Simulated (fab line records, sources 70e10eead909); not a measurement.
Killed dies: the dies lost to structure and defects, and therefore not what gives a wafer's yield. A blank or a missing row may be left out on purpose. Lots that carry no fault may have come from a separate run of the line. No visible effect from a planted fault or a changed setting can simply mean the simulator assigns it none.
fab line records	flow nand_harc
record: lots: 12	wafers: 36	last_day: 25
route steps=1159 shown HYBRID_BOND@1099 THIN_TSV@1118 END@1159
lots that met no fault: from a run of the same line without faults
start_h: hours from the record's opening day to when the first of the lot's shown wafers began	wait_h: time in hours since the lot's previous step	" unchanged from the row above	L1.1+2: several wafers, shown together as one row	- no value present, or no start provided	* or withheld: withheld	< > ~ a bound
route shown NAME@n: a module of which the file shows steps, and the number in the route of the first	usual: mean/standard deviation of fault-free wafers	same: alike in all rows	chamber/n: place in a boat	sites: per-site readings	_std_site: standard deviation of those values	_edge_site: inner sites' mean taken away from outer sites' mean	radius_mm: how far each site lies from the wafer's centre	mask NAME#n: copy n	behind: the tool/chamber that last shaped the wafer	hold: why the lot went on hold/how many hours it stayed there/how the hold came to an end	device: the n, p or np transistor that did not switch	end of line: at the end of the route, the tests of the same wafers	where a step has no rows: the recipe by itself	killed: count of dies lost to structure and defects at first sort (not the wafer's yield)	map: per-die view of a wafer (x killed, . not killed, _ where there is no die)
set.NAME: setting as actually run; set.NAME@STEP: the setting as run at that earlier step	model.NAME: the simulator's own value behind a step, which no gauge read
one table for each step of the route and one row for each wafer, over a sample of lots
services: from which hour (start_h, from the record's first day; less than 0 if before it) a tool's chamber was out of use, for how many hours, and why
== steps ==
step: NHARC_HYBRID_BOND_OVL_MEAS_05
usual: overlay_x_nm: -2/34	overlay_y_nm: -2/33
lot.wafer	tool	chamber	start_h	wait_h	overlay_x_nm	overlay_y_nm
L783.2	overlay-02	-	429.09	0.4	-14	2
L783.4	"	-	"	"	-42	-16
L783.6	"	-	"	"	1	31
L787.3	overlay-01	-	429.09	0.4	14	-43
L787.5	"	-	"	"	56	8
L787.6	"	-	"	"	-16	-40
L784.4	overlay-02	-	429.10	0.4	-34	6
L784.5	"	-	"	"	35	-22
L784.6	"	-	"	"	16	-34
L785.1	overlay-01	-	429.11	0.4	1	-15
L785.4	"	-	"	"	-28	-20
L785.6	"	-	"	"	-61	19
L788.1	overlay-02	-	440.75	0.4	-15	-3
L788.2	"	-	"	"	4	24
L788.5	"	-	"	"	-8	7
L786.3	overlay-02	-	447.24	0.4	28	-20
L786.5	"	-	"	"	-48	-40
L786.6	"	-	"	"	-6	13
L791.3	overlay-02	-	476.96	0.4	-82	38
L791.4	"	-	"	"	-28	5
L791.5	"	-	"	"	-66	53
L793.1	overlay-01	-	476.96	0.4	10	-6
L793.2	"	-	"	"	1	-19
L793.6	"	-	"	"	61	-3
L800.2	overlay-01	-	533.22	0.4	-11	-52
L800.3	"	-	"	"	32	20
L800.5	"	-	"	"	8	51
L802.2	overlay-02	-	546.38	0.4	47	27
L802.4	"	-	"	"	1	12
L802.5	"	-	"	"	-64	-30
L806.1	overlay-02	-	556.05	0.4	8	24
L806.5	"	-	"	"	-33	41
L806.6	"	-	"	"	56	-66
L805.3	overlay-01	-	570.77	0.4	-22	-5
L805.5	"	-	"	"	-67	52
L805.6	"	-	"	"	-29	5
step: NHARC_THIN_TSV_DESCUM_14
recipe: time_s: 3	o2_flow_sccm: 200	ar_flow_sccm: 0	bias_power_w: 0	chemistry: O2
usual: chamber_pressure_mTorr: 60.00/0.049	drypump_motor_current_A: 5.6/0.33	oes_product_au: 0.994/0.012	rf_vpp_V: 57.8/0.89	showerhead_plenum_p_Torr: 1.90/0.08	throttle_valve_pct: 11.311/0.0096
same: time_s: 3
lot.wafer	tool	chamber	start_h	wait_h	chamber_pressure_mTorr	drypump_motor_current_A	oes_product_au	rf_hours_counter_h	rf_vpp_V	showerhead_plenum_p_Torr	throttle_valve_pct
L783.4	rie_diel-01	3	431.87	-	60.06	4.9	0.983	12	58.7	1.83	11.332
L783.2	"	2	"	"	60.00	5.4	1.003	13	58.7	1.90	11.307
L783.6	"	0	"	"	59.98	5.3	0.991	-	57.2	1.98	11.327
L787.3	rie_diel-01	0	433.18	-	59.94	5.3	0.992	12	60.2	1.98	11.313
L787.5	"	0	"	"	60.00	5.3	0.983	-	58.7	1.98	11.315
L787.6	"	1	"	"	60.03	5.7	0.991	-	57.6	1.97	11.312
L784.4	rie_diel-11	1	434.43	-	60.12	5.6	0.975	-	59.4	2.05	11.320
L784.6	"	2	"	"	60.07	6.0	0.993	-	57.1	1.78	11.325
L784.5	"	3	"	"	59.94	5.8	0.990	-	56.9	1.83	11.314
L785.4	rie_diel-07	0	435.49	-	60.02	5.2	1.000	2	57.8	2.01	11.318
L785.1	"	2	"	"	60.05	6.0	0.993	1	56.9	1.81	11.292
L785.6	"	1	"	"	60.00	5.6	1.011	-	57.2	1.90	11.314
L788.2	rie_diel-01	1	443.67	-	59.96	5.7	0.980	14	57.3	1.97	11.308
L788.1	"	3	"	"	60.00	4.9	0.977	13	58.1	1.83	11.296
L788.5	"	2	"	"	59.99	5.4	1.002	-	57.5	1.90	11.327
L786.3	rie_diel-01	1	450.17	-	59.99	5.7	0.995	15	58.2	1.97	11.308
L786.6	"	1	"	"	60.02	5.7	0.988	-	57.5	1.97	11.335
L786.5	"	2	"	"	59.96	5.4	1.015	-	58.6	1.90	11.314
L791.3	rie_diel-01	2	479.84	-	59.96	5.4	1.005	20	58.0	1.90	11.315
L791.4	"	3	"	"	60.01	4.8	0.995	19	57.0	1.83	11.315
L791.5	"	1	"	"	60.04	5.7	0.983	-	59.1	1.97	11.300
L793.1	rie_diel-01	3	482.27	-	59.99	4.9	0.985	19	57.6	1.83	11.306
L793.2	"	0	"	"	60.07	5.3	0.987	15	58.4	1.98	11.302
L793.6	"	3	"	"	60.02	4.9	0.981	-	56.8	1.83	11.313
L800.2	rie_diel-07	0	536.15	-	60.03	5.2	0.998	7	59.3	2.00	11.316
L800.3	"	1	"	"	59.98	5.6	1.010	7	58.8	1.90	11.305
L800.5	"	3	"	"	59.94	5.9	1.015	-	56.5	1.85	11.290
L802.2	rie_diel-07	2	549.29	-	60.05	6.0	0.981	7	57.9	1.81	11.320
L802.4	"	3	"	"	60.05	5.8	1.020	7	55.6	1.85	11.304
L802.5	"	3	"	"	60.10	5.9	1.015	-	57.5	1.85	11.315
L806.1	rie_diel-11	2	559.07	-	59.96	6.0	1.012	0	56.7	1.78	11.303
L806.5	"	3	"	"	59.94	5.8	1.015	-	57.7	1.82	11.320
L806.6	"	0	"	"	59.94	5.6	0.986	-	60.5	1.96	11.308
L805.3	rie_diel-01	2	573.69	-	60.00	5.4	1.009	7	57.7	1.89	11.317
L805.6	"	2	"	"	59.88	5.4	1.012	-	57.6	1.89	11.323
L805.5	"	3	"	"	60.12	4.9	0.996	-	56.9	1.83	11.314
step: NHARC_THIN_TSV_PVD_51
recipe: target_thk_a: 1000	chamber_pressure_pa: 5	material: Cu
usual: chamber_pressure_pa: 4.999/0.0095	throttle_valve_pct: 30.0/0.75
lot.wafer	tool	chamber	start_h	wait_h	chamber_pressure_pa	throttle_valve_pct
L783.4	pvd_sputter-03	-	-	-	5.003	28.7
L783.2	"	-	"	"	4.993	30.2
L783.6	"	-	"	"	4.983	30.3
L787.3	pvd_sputter-03	-	-	-	4.984	30.2
L787.5	"	-	"	"	5.002	30.2
L787.6	"	-	"	"	5.000	30.2
L784.4	pvd_sputter-01	-	-	-	4.998	29.8
L784.5	"	-	"	"	4.999	30.5
L784.6	"	-	"	"	4.995	31.5
L785.1	pvd_sputter-03	-	-	-	4.981	30.8
L785.4	"	-	"	"	5.006	30.2
L785.6	"	-	"	"	4.998	30.7
L788.2	pvd_sputter-01	-	-	-	4.999	30.5
L788.1	"	-	"	"	5.001	31.6
L788.5	"	-	"	"	5.007	31.8
L786.3	pvd_sputter-01	-	-	-	4.997	29.5
L786.6	"	-	"	"	5.007	29.5
L786.5	"	-	"	"	4.997	30.2
L791.3	pvd_sputter-03	-	-	-	5.001	30.8
L791.4	"	-	"	"	4.992	30.2
L791.5	"	-	"	"	4.991	30.8
L793.2	pvd_sputter-02	-	-	-	4.991	29.8
L793.1	"	-	"	"	5.004	29.4
L793.6	"	-	"	"	4.990	30.1
L800.2	pvd_sputter-03	-	-	-	5.011	30.3
L800.3	"	-	"	"	5.014	28.9
L800.5	"	-	"	"	5.002	30.4
L802.2	pvd_sputter-02	-	-	-	5.017	29.3
L802.4	"	-	"	"	4.988	30.5
L802.5	"	-	"	"	4.996	29.2
L806.1	pvd_sputter-02	-	-	-	4.986	30.4
L806.5	"	-	"	"	5.005	29.9
L806.6	"	-	"	"	5.000	29.1
L805.3	pvd_sputter-01	-	-	-	4.996	30.9
L805.5	"	-	"	"	4.994	30.0
L805.6	"	-	"	"	5.005	30.8
step: NHARC_THIN_TSV_ECD_20
recipe: target_thk_a: 20000	material: Cu
lot.wafer	tool	chamber	start_h	wait_h
L783.2+4+6	ecd_cu-02	1,0,1	434.97	-
L787.3+6+5	ecd_cu-02	0,0,1	436.56	-
L787.3+6+5	ecd_cu-02	0,0,1	437.43	0.8
L784.4+6+5	ecd_cu-01	0,1,0	438.00	-
L785.1+4+6	ecd_cu-01	1	438.60	-
L788.1+2+5	ecd_cu-01	1,0,0	447.06	-
L788.1+2+5	ecd_cu-01	1,0,0	456.04	8.9
L786.3+5+6	ecd_cu-02	1,1,0	453.89	-
L791.3+4+5	ecd_cu-01	1,0,0	483.26	-
L793.2+1+6	ecd_cu-01	0,1,0	485.42	-
L800.2+3+5	ecd_cu-01	1	540.07	-
L802.2+4+5	ecd_cu-01	1	552.35	-
L806.1+6+5	ecd_cu-01	1,0,1	562.21	-
L805.3+5+6	ecd_cu-01	1,1,0	577.12	-
step: NHARC_END_SORT_01
recipe: temp_c: 25
usual: defect_limited_yield: 95.3/1.6	killed_at_array: 27/11	killed_at_other: 0.7/1.1	killed_at_periphery: 3.6/2.4	killed_dies: 32/11	killed_open: 3.3/1.8	killed_short: 2.1/1.5	sort_bin_2_pct: 1.4/0.64	sort_bin_3_pct: 0.29/0.22	sort_bin_4_pct: 3.0/1.1	sort_n_pass: 645/11	sort_rim_yield_pct: 95/3.5	sort_yield_pct: 95.3/1.6
same: gross_dies: 677	sort_bin_5_pct[%]: 0	sort_bin_6_pct[%]: 0	sort_bin_7_pct[%]: 0	sort_bin_8_pct[%]: 0	sort_rim_n_gross: 106.00
lot.wafer	tool	chamber	start_h	wait_h	defect_limited_yield[%]	killed_at_array	killed_at_other	killed_at_periphery	killed_dies	killed_open	killed_short	sort_bin_2_pct[%]	sort_bin_3_pct[%]	sort_bin_4_pct[%]	sort_n_pass	sort_rim_yield_pct[%]	sort_yield_pct[%]
L783.2	prober-01	0	447.45	2.8	96.5	24	0	0	24	3	2	1.0	0.15	2.4	653	96	96.5
L783.4	prober-01	0	449.06	3.4	96.3	21	0	4	25	5	2	0.7	0.15	2.8	652	94	96.3
L783.6	prober-01	0	450.67	4.0	96.8	18	0	4	22	2	0	0.7	0.15	2.4	655	95	96.8
L788.1	prober-01	0	469.46	2.5	95.3	29	1	2	32	7	3	2.2	0.30	2.2	645	99	95.3
L788.2	prober-01	0	470.25	2.8	96.3	15	2	8	25	3	2	1.2	0.15	2.4	652	93	96.3
L788.5	prober-01	0	472.64	3.7	97.6	14	0	2	16	0	1	0.3	0.30	1.8	661	96	97.6
L791.3	prober-01	0	496.04	3.1	96.2	20	1	5	26	2	2	1.2	0.44	2.2	651	93	96.2
L791.4	prober-01	0	496.82	3.4	95.7	23	1	5	29	5	2	0.9	0.30	3.1	648	97	95.7
L791.5	prober-01	0	497.61	3.7	95.1	29	0	4	33	3	4	1.8	0.15	3.0	644	98	95.1
L793.1	prober-02	0	502.12	2.5	94.5	33	1	3	37	6	3	1.8	0.15	3.5	640	93	94.5
L793.2	prober-02	0	502.92	2.8	93.5	39	0	5	44	5	1	2.8	0	3.7	633	95	93.5
L793.6	prober-02	0	506.11	4.0	95.6	26	0	4	30	4	2	1.8	0.44	2.2	647	92	95.6
L802.2	prober-02	0	565.45	2.8	95.0	29	1	4	34	3	2	1.3	0.74	3.0	643	91	95.0
L802.4	prober-02	0	567.06	3.4	94.1	34	4	2	40	6	2	2.4	0.15	3.4	637	89	94.1
L802.5	prober-02	0	567.86	3.7	91.9	46	6	3	55	3	1	1.8	0.44	5.9	622	100	91.9
killed by level:class
L783.2 A_SLIT:chamber_film_flake=13 A_CONTACT:geometric_particle:open=2 A_WL_FILL:chamber_film_flake=2 A_CONTACT:chamber_film_flake=2 A_ONON_D1:geometric_particle:open=1 A_CHANNEL_FILL_D1:geometric_particle:short=1 A_WL_FILL:geometric_particle:short=1 A_CHANNEL_HOLE_D1:chamber_film_flake=1
L783.4 A_SLIT:chamber_film_flake=6 A_CONTACT:chamber_film_flake=5 A_M0:geometric_particle:open=2 A_CHANNEL_HOLE_D1:chamber_film_flake=2 A_WL_FILL:chamber_film_flake=2 P_STI:geometric_particle:open=1 P_M1:geometric_particle:open=1 A_ONON_D1:geometric_particle:short=1
L783.6 A_SLIT:chamber_film_flake=6 A_WL_FILL:chamber_film_flake=4 A_CHANNEL_HOLE_D1:chamber_film_flake=3 A_STAIRCASE:chamber_film_flake=2 A_CONTACT:chamber_film_flake=2 P_GATE:geometric_particle:open=1 A_WL_FILL:geometric_particle:open=1 P_STI:chamber_film_flake=1
L788.1 A_CHANNEL_HOLE_D1:chamber_film_flake=9 A_STAIRCASE:chamber_film_flake=5 A_CONTACT:chamber_film_flake=5 A_SOURCE_PLATE:geometric_particle:open=2 P_M0:geometric_particle:open=1 A_ONON_D1:geometric_particle:open=1 A_SGD_CUT:geometric_particle:short=1 A_WL_FILL:geometric_particle:open=1
L788.2 A_CHANNEL_HOLE_D1:chamber_film_flake=7 P_ZERO_WELL:chamber_film_flake=5 A_CONTACT:chamber_film_flake=5 P_CONTACT:geometric_particle:open=2 THIN_TSV:chamber_film_flake=2 P_M1:geometric_particle:short=1 A_CHANNEL_FILL_D1:geometric_particle:open=1 A_CONTACT:geometric_particle:short=1
L788.5 A_CHANNEL_HOLE_D1:chamber_film_flake=9 A_CONTACT:chamber_film_flake=3 P_M2:geometric_particle:short=1 P_ZERO_WELL:chamber_film_flake=1 A_STAIRCASE:chamber_film_flake=1 A_SLIT:chamber_film_flake=1
L791.3 A_SLIT:chamber_film_flake=8 A_STAIRCASE:chamber_film_flake=3 A_CONTACT:chamber_film_flake=3 P_STI:chamber_film_flake=2 A_CHANNEL_HOLE_D1:chamber_film_flake=2 A_CHANNEL_FILL_D1:geometric_particle:short=1 A_CONTACT:geometric_particle:open=1 A_M0:geometric_particle:open=1
L791.4 A_SLIT:chamber_film_flake=6 A_CONTACT:chamber_film_flake=5 A_STAIRCASE:chamber_film_flake=4 P_ZERO_WELL:chamber_film_flake=3 A_M0:geometric_particle:open=2 A_ONON_D1:geometric_particle:open=1 A_WL_FILL:geometric_particle:open=1 A_CONTACT:geometric_particle:open=1
L791.5 A_SLIT:chamber_film_flake=9 A_CONTACT:chamber_film_flake=7 A_ONON_D1:geometric_particle:short=3 A_CHANNEL_HOLE_D1:chamber_film_flake=2 A_CHANNEL_FILL_D1:chamber_film_flake=2 A_STAIRCASE:chamber_film_flake=2 P_M0:geometric_particle:open=1 A_SOURCE_PLATE:geometric_particle:open=1
L793.1 A_SLIT:chamber_film_flake=10 A_CONTACT:chamber_film_flake=6 A_CHANNEL_HOLE_D1:chamber_film_flake=5 A_M0:geometric_particle:open=3 P_ZERO_WELL:chamber_film_flake=2 A_STAIRCASE:chamber_film_flake=2 A_WL_FILL:chamber_film_flake=2 P_CONTACT:geometric_particle:open=1
L793.2 A_SLIT:chamber_film_flake=21 A_CHANNEL_HOLE_D1:chamber_film_flake=5 P_ZERO_WELL:chamber_film_flake=4 A_M0:geometric_particle:open=3 A_WL_FILL:chamber_film_flake=3 A_CONTACT:chamber_film_flake=3 A_SOURCE_PLATE:geometric_particle:open=1 A_BLC:geometric_particle:short=1
L793.6 A_SLIT:chamber_film_flake=10 A_CONTACT:chamber_film_flake=9 P_ZERO_WELL:chamber_film_flake=3 A_ONON_D1:geometric_particle:short=2 P_GATE:geometric_particle:open=1 A_SGD_CUT:geometric_particle:open=1 A_CONTACT:geometric_particle:open=1 A_M0:geometric_particle:open=1
L802.2 A_CHANNEL_HOLE_D1:chamber_film_flake=14 A_STAIRCASE:chamber_film_flake=5 A_CONTACT:chamber_film_flake=4 A_WL_FILL:geometric_particle:short=2 P_STI:chamber_film_flake=2 A_ONON_D1:geometric_particle:open=1 A_CHANNEL_FILL_D1:geometric_particle:open=1 A_WL_FILL:geometric_particle:open=1
L802.4 A_CHANNEL_HOLE_D1:chamber_film_flake=13 A_STAIRCASE:chamber_film_flake=13 THIN_TSV:chamber_film_flake=3 A_WL_FILL:geometric_particle:short=2 A_CONTACT:chamber_film_flake=2 P_GATE:geometric_particle:open=1 P_M0:geometric_particle:open=1 A_ONON_D1:geometric_particle:open=1
L802.5 A_CHANNEL_HOLE_D1:chamber_film_flake=25 A_STAIRCASE:chamber_film_flake=11 A_CONTACT:chamber_film_flake=6 THIN_TSV:chamber_film_flake=6 P_STI:chamber_film_flake=2 P_GATE:geometric_particle:open=1 A_WL_FILL:geometric_particle:short=1 A_WL_FILL:geometric_particle:open=1
== services ==
tool	chamber	start_h	hours	kind
rie_diel-01	0	417.19	1.7	repair
rie_diel-01	0	421.80	-	clean
rie_diel-01	1	421.80	-	clean
rie_diel-01	2	421.80	-	clean
rie_diel-01	3	421.80	-	clean
pvd_sputter-02	-	425.47	38.2	repair
rie_diel-11	0	426.00	19.1	repair
rie_diel-01	0	443.66	13.7	repair
ecd_cu-02	-	444.68	3.4	repair
rie_diel-01	1	446.30	-	clean
rie_diel-01	2	446.30	-	clean
ecd_cu-01	-	448.04	8.0	pm
rie_diel-07	-	450.29	0.4	repair
rie_diel-01	1	457.88	3.1	repair
rie_diel-01	-	491.80	9.0	pm
rie_diel-07	2	492.87	3.4	repair
pvd_sputter-03	-	498.34	10.0	pm
pvd_sputter-01	-	514.00	10.0	pm
ecd_cu-02	-	532.24	8.0	pm
pvd_sputter-02	-	533.30	3.0	repair
rie_diel-11	0	533.59	15.8	repair
rie_diel-11	-	543.50	9.0	pm
rie_diel-07	3	558.34	3.8	repair
pvd_sputter-02	-	570.07	10.0	pm
== key ==
first_sign: step: NHARC_THIN_TSV_ECD_20	reading: visit	direction: added
effect none on later readings
met_at NHARC_THIN_TSV_ECD_20
struck_lots L787,L788
not_acting_at NHARC_HYBRID_BOND_OVL_MEAS_05,NHARC_THIN_TSV_DESCUM_14,NHARC_THIN_TSV_PVD_51
fault: kind: repeated_step_whole	tool: ecd_cu-01,ecd_cu-02	chamber: -	onset_h: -	steps: NHARC_THIN_TSV_ECD_20	times: 1	scope: struck_lots_only
